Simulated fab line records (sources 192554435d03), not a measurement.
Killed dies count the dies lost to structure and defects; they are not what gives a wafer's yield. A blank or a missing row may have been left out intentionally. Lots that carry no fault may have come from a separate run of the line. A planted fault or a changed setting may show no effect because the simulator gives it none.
Split-lot study -- flow n5-finfet -- on a route of 1938 steps: 7 lots, 21 wafers read

## ABOUT THE SPLIT
At N5_SDB_COAT_03 (time 60 s, resist thk 100 nm), the setting spin-rpm was moved away from the recipe's 1500 rpm on 7 of the 21 wafers read, by -6.3% to +8.9%. For the rest of the wafers, this setting stayed at what the recipe calls for.

## FROM THE SPLIT TO THE READING: what the file shows between them, 8 steps
- N5_SDB_COAT_04: time 60 s, resist thk 18 nm (also split here: time-s)
- N5_SDB_COAT_05: resist thk 90 nm
- N5_SDB_EBR_07
- N5_SDB_DESCUM_16: chemistry O2, time 7.9 s
- N5_SDB_ETCH_17: etches SiARC in CF4, target depth 23.4 nm, time 39 s
- N5_SDB_ETCH_18: etches SOC in N2/H2, target depth 100 nm, overetch 20 nm, time 150 s
- N5_SDB_STRIP_19: strips in N2/H2
- N5_SDB_STRIP_21: strips in CF4

## THE READING
SOC_of_SDB_COAT_03.thk-nm (the simulator's own value, which no gauge read), in nm, at N5_SDB_HM_OPEN_20 (chemistry CH3F/O2, target SiNx, stops on poly-Si, target depth 24 nm). No usual value for it is given in the file. Average 83.9 nm, standard deviation 0.32 nm, over the 14 wafers here run with the recipe.

wafer,"tool, chamber at the split","spin-rpm as run, rpm",against the recipe,"SOC_of_SDB_COAT_03.thk-nm, nm",against lot-mates on the recipe
L078.2,"litho-track-05, 0",1500,recipe,83.8,-
L078.3,"litho-track-05, 0",1412,-5.9%,87.2,+3.4
L078.4,"litho-track-05, 0",1412,-5.9%,86.8,+3.0
L083.4,"litho-track-05, 0",1500,recipe,84.4,-
L083.5,"litho-track-05, 0",1500,recipe,84,-
L083.6,"litho-track-05, 0",1500,recipe,83.6,-
L085.2,"litho-track-05, 0",1500,recipe,83.2,-
L085.3,"litho-track-05, 0",1500,recipe,83.4,-
L085.5,"litho-track-05, 0",1500,recipe,83.6,-
L088.1,"litho-track-03, 0",1406,-6.3%,87.2,no lot-mate on the recipe
L088.3,"litho-track-03, 0",1406,-6.3%,87.2,no lot-mate on the recipe
L088.2,"litho-track-03, 0",1406,-6.3%,87,no lot-mate on the recipe
L089.4,"litho-track-05, 0",1500,recipe,84,-
L089.5,"litho-track-05, 0",1500,recipe,84,-
L089.6,"litho-track-05, 0",1500,recipe,84.2,-
L092.2,"litho-track-03, 0",1500,recipe,84.2,-
L092.3,"litho-track-03, 0",1417,-5.5%,86.8,+2.7
L092.6,"litho-track-03, 0",1500,recipe,84,-
L095.2,"litho-track-03, 0",1633,+8.9%,80,-3.8
L095.3,"litho-track-03, 0",1500,recipe,83.8,-
L095.5,"litho-track-03, 0",1500,recipe,83.8,-

FIT RESULTS
A straight line over all 21 wafers: SOC_of_SDB_COAT_03.thk-nm changes by -0.496 nm for each +1% of spin-rpm; r = -0.99; the points scatter about the line by 0.32 nm.
The same after taking each lot's own level away (the mean of its wafers on the recipe; 18 wafers): -0.481 nm for each +1%; r = -0.99; scatter 0.24 nm.
According to that fit, moving spin-rpm by its largest amount changes the reading by 4.3 nm.
The span of the lots' own levels, 83.40 to 84.10 nm, comes to 2.2 times the standard deviation stated above.
Consequently the slope shifts little with the lot-to-lot level, the two slopes agreeing.
Check: -4.68 nm against its lot-mates is what the line predicts for one of the wafers moved furthest among these (+8.9%) when that wafer is left out of the fit. Against them it came out at -3.8 nm.

## ADDITIONAL SPLITS CARRIED BY THESE WAFERS
Before the reading, these wafers also passed through other splits. Each is held against what the fit with the lots' levels taken away leaves over:
other split on the same wafers,wafers away from the commonest value,r with SOC_of_SDB_COAT_03.thk-nm (lot level and that fit taken away)
N5_SDB_COAT_04 time-s,8,+0.05

## THE WHOLE CHAIN: every reading that the file lists as answering this split, in the file's order
step,what it does,reading,change (the file's fit),r (the file's)
N5_SDB_COAT_03,"time 60 s, resist thk 100 nm","SOC_of_SDB_COAT_03.thk-nm (the simulator's own value, which no gauge read)",-0.477 nm for each +1% of the setting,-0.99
N5_SDB_ETCH_18,"etches SOC in N2/H2, target depth 100 nm, overetch 20 nm, time 150 s","etch.depth-nm (the simulator's own value, which no gauge read)",-0.481 nm for each +1% of the setting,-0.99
N5_SDB_HM_OPEN_20,"chemistry CH3F/O2, target SiNx, stops on poly-Si, target depth 24 nm","SOC_of_SDB_COAT_03.thk-nm (the simulator's own value, which no gauge read)",-0.469 nm for each +1% of the setting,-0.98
N5_SDB_STRIP_22,strips in N2/H2,strip-time-to-endpoint-s,withheld for each +1% of the setting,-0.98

## THE FILE'S OWN FIT
SOC_of_SDB_COAT_03.thk-nm changes by -0.469 nm for each +1% of spin-rpm, r = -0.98.
